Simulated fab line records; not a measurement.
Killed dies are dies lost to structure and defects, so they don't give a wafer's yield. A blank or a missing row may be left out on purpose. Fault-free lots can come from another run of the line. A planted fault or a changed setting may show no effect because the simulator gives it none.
Chamber matching / flow n5_finfet / rie_diel-03 running N5_BEOL_M1_ETCHBACK_99: 4 sister chambers
The step etches SiO2 in CHF3, target depth 5 nm, time 10.4 s. 14 wafers are shown with their chamber, then 7 later ones without.

WAFERS, EACH WITH ITS CHAMBER
wafer=L077.4; chamber=3; showerhead_plenum_p_Torr (Torr)=2.28; throttle_valve_pct (%)=17.18; oes_product_au (a.u.)=0.83
wafer=L077.5; chamber=2; showerhead_plenum_p_Torr (Torr)=2.18; throttle_valve_pct (%)=16.99; oes_product_au (a.u.)=0.86
wafer=L077.6; chamber=0; showerhead_plenum_p_Torr (Torr)=2.15; throttle_valve_pct (%)=17.46; oes_product_au (a.u.)=0.73
wafer=L078.2; chamber=2; showerhead_plenum_p_Torr (Torr)=2.18; throttle_valve_pct (%)=16.98; oes_product_au (a.u.)=0.86
wafer=L078.3; chamber=0; showerhead_plenum_p_Torr (Torr)=2.15; throttle_valve_pct (%)=17.48; oes_product_au (a.u.)=0.72
wafer=L078.6; chamber=0; showerhead_plenum_p_Torr (Torr)=2.15; throttle_valve_pct (%)=17.46; oes_product_au (a.u.)=0.73
wafer=L080.2; chamber=3; showerhead_plenum_p_Torr (Torr)=2.28; throttle_valve_pct (%)=17.20; oes_product_au (a.u.)=0.82
wafer=L080.4; chamber=2; showerhead_plenum_p_Torr (Torr)=2.17; throttle_valve_pct (%)=16.99; oes_product_au (a.u.)=0.85
wafer=L080.5; chamber=0; showerhead_plenum_p_Torr (Torr)=2.15; throttle_valve_pct (%)=17.48; oes_product_au (a.u.)=0.72
wafer=L083.4; chamber=3; showerhead_plenum_p_Torr (Torr)=2.28; throttle_valve_pct (%)=17.20; oes_product_au (a.u.)=0.81
wafer=L083.5; chamber=1; showerhead_plenum_p_Torr (Torr)=2.22; throttle_valve_pct (%)=16.93; oes_product_au (a.u.)=0.98
wafer=L083.6; chamber=2; showerhead_plenum_p_Torr (Torr)=2.17; throttle_valve_pct (%)=16.97; oes_product_au (a.u.)=0.84
wafer=L092.1; chamber=2; showerhead_plenum_p_Torr (Torr)=2.17; throttle_valve_pct (%)=17.04; oes_product_au (a.u.)=0.83
wafer=L092.4; chamber=1; showerhead_plenum_p_Torr (Torr)=2.21; throttle_valve_pct (%)=16.94; oes_product_au (a.u.)=0.93

SIGNATURES, as means of the wafers listed above
reading=showerhead_plenum_p_Torr; chamber 0=2.1500; chamber 1=2.2150; chamber 2=2.1740; chamber 3=2.2800; scatter within a chamber=0.00412
reading=throttle_valve_pct; chamber 0=17.4700; chamber 1=16.9350; chamber 2=16.9940; chamber 3=17.1933; scatter within a chamber=0.0191
reading=oes_product_au; chamber 0=0.7250; chamber 1=0.9550; chamber 2=0.8480; chamber 3=0.8200; scatter within a chamber=0.0149
Rule: a wafer's distance from a chamber is the root of the sum, over the readings, of the square of ((its reading less the chamber's mean) divided by the reading's scatter). The wafer belongs to the nearest chamber; if the next one is less than 2 further off, it can't be placed. The scatter is the square root of a quotient: the sum, over the shown wafers, of each reading's squared deviation from its chamber's mean, divided by wafers minus chambers.

WAFERS WITH NO CHAMBER GIVEN
wafer=L092.5; showerhead_plenum_p_Torr (Torr)=2.17; throttle_valve_pct (%)=17.02; oes_product_au (a.u.)=0.84
wafer=L097.2; showerhead_plenum_p_Torr (Torr)=2.21; throttle_valve_pct (%)=16.97; oes_product_au (a.u.)=0.91
wafer=L097.3; showerhead_plenum_p_Torr (Torr)=2.27; throttle_valve_pct (%)=17.23; oes_product_au (a.u.)=0.78
wafer=L097.5; showerhead_plenum_p_Torr (Torr)=2.21; throttle_valve_pct (%)=16.96; oes_product_au (a.u.)=0.91
wafer=L096.3; showerhead_plenum_p_Torr (Torr)=2.16; throttle_valve_pct (%)=17.03; oes_product_au (a.u.)=0.81
wafer=L096.4; showerhead_plenum_p_Torr (Torr)=2.27; throttle_valve_pct (%)=17.26; oes_product_au (a.u.)=0.78
wafer=L096.6; showerhead_plenum_p_Torr (Torr)=2.16; throttle_valve_pct (%)=17.04; oes_product_au (a.u.)=0.82

WHICH CHAMBER EACH ONE RAN IN
wafer=L092.5; from the rows above=2; in truth=2
wafer=L097.2; from the rows above=1; in truth=1
wafer=L097.3; from the rows above=3; in truth=3
wafer=L097.5; from the rows above=1; in truth=1
wafer=L096.3; from the rows above=2; in truth=2
wafer=L096.4; from the rows above=3; in truth=3
wafer=L096.6; from the rows above=2; in truth=2
Placed correctly: 7 of 7. Not placeable from these rows: 0. Placed wrongly: 0.
